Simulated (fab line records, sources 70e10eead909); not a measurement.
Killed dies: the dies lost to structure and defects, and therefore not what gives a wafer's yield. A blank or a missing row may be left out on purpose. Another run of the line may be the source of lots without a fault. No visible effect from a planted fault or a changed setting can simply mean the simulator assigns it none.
Matching of chambers + flow nandHarc + NHARC_P_M1_ETCH_35 on rieDiel-11: 4 sister chambers
The step etches the open film in N2/H2, target depth 40 nm, overetch 12 nm, time 43.94 s. 16 wafers are shown with their chamber, then 8 later ones without.

## WAFERS, EACH WITH ITS CHAMBER
| wafer  | chamber | showerheadPlenumPTorr (Torr) | drypumpMotorCurrentA (A) | oesProductAu (a.u.) |
|--------|---------|------------------------------|--------------------------|---------------------|
| L245.1 | 2       | 2.00                         | 5.67                     | 1.007               |
| L245.2 | 0       | 1.95                         | 6.06                     | 1.002               |
| L245.4 | 0       | 1.95                         | 6.04                     | 1.002               |
| L247.1 | 2       | 2.00                         | 5.67                     | 1.012               |
| L247.3 | 3       | 2.01                         | 5.78                     | 1.012               |
| L247.5 | 3       | 2.01                         | 5.77                     | 1.013               |
| L255.1 | 0       | 1.95                         | 6.01                     | 0.994               |
| L255.3 | 1       | 2.00                         | 5.97                     | 0.985               |
| L255.4 | 3       | 2.01                         | 5.76                     | 1.012               |
| L257.4 | 2       | 2.00                         | 5.64                     | 1.006               |
| L257.5 | 3       | 2.01                         | 5.76                     | 1.000               |
| L257.6 | 2       | 2.00                         | 5.65                     | 1.012               |
| L259.2 | 1       | 2.00                         | 5.94                     | 0.994               |
| L259.4 | 2       | 2.00                         | 5.67                     | 1.008               |
| L259.5 | 0       | 1.94                         | 6.06                     | 1.010               |
| L260.2 | 1       | 2.00                         | 5.91                     | 0.983               |

SIGNATURES (averages over the wafers above)
| reading               | chamber 0 | chamber 1 | chamber 2 | chamber 3 | scatter within a chamber |
|-----------------------|-----------|-----------|-----------|-----------|--------------------------|
| showerheadPlenumPTorr | 1.9475    | 2.0000    | 2.0000    | 2.0100    | 0.0025                   |
| drypumpMotorCurrentA  | 6.0425    | 5.9400    | 5.6600    | 5.7675    | 0.0195                   |
| oesProductAu          | 1.00200   | 0.98733   | 1.00900   | 1.00925   | 0.00535                  |
Rule: a wafer's distance from a chamber is the root of the sum, over the readings, of the square of ((its reading less the chamber's mean) divided by the reading's scatter). If the next closest chamber is less than 2 further off than the closest, the wafer can't be placed; otherwise it belongs to the closest. The scatter: the root of (the sum of the squares of (reading less its chamber's mean) over the shown wafers, divided by (wafers less chambers)).

## WAFERS WITHOUT THEIR CHAMBER
| wafer  | showerheadPlenumPTorr (Torr) | drypumpMotorCurrentA (A) | oesProductAu (a.u.) |
|--------|------------------------------|--------------------------|---------------------|
| L260.4 | 1.94                         | 6.08                     | 1.000               |
| L260.5 | 1.94                         | 6.05                     | 1.007               |
| L263.2 | 2.00                         | 5.64                     | 1.017               |
| L263.3 | 2.01                         | 5.75                     | 1.021               |
| L263.4 | 1.94                         | 6.06                     | 1.024               |
| L265.1 | 2.00                         | 5.96                     | 0.991               |
| L265.2 | 1.94                         | 6.04                     | 1.010               |
| L265.3 | 2.01                         | 5.74                     | 1.013               |

## CHAMBER TAKEN BY EACH
| wafer  | from the rows above | in truth |
|--------|---------------------|----------|
| L260.4 | 0                   | 0        |
| L260.5 | 0                   | 0        |
| L263.2 | 2                   | 2        |
| L263.3 | 3                   | 3        |
| L263.4 | 0                   | 0        |
| L265.1 | 1                   | 1        |
| L265.2 | 0                   | 0        |
| L265.3 | 3                   | 3        |
Placed correctly: 8 of 8. Number that these rows cannot place: 0. Placed wrongly: 0.
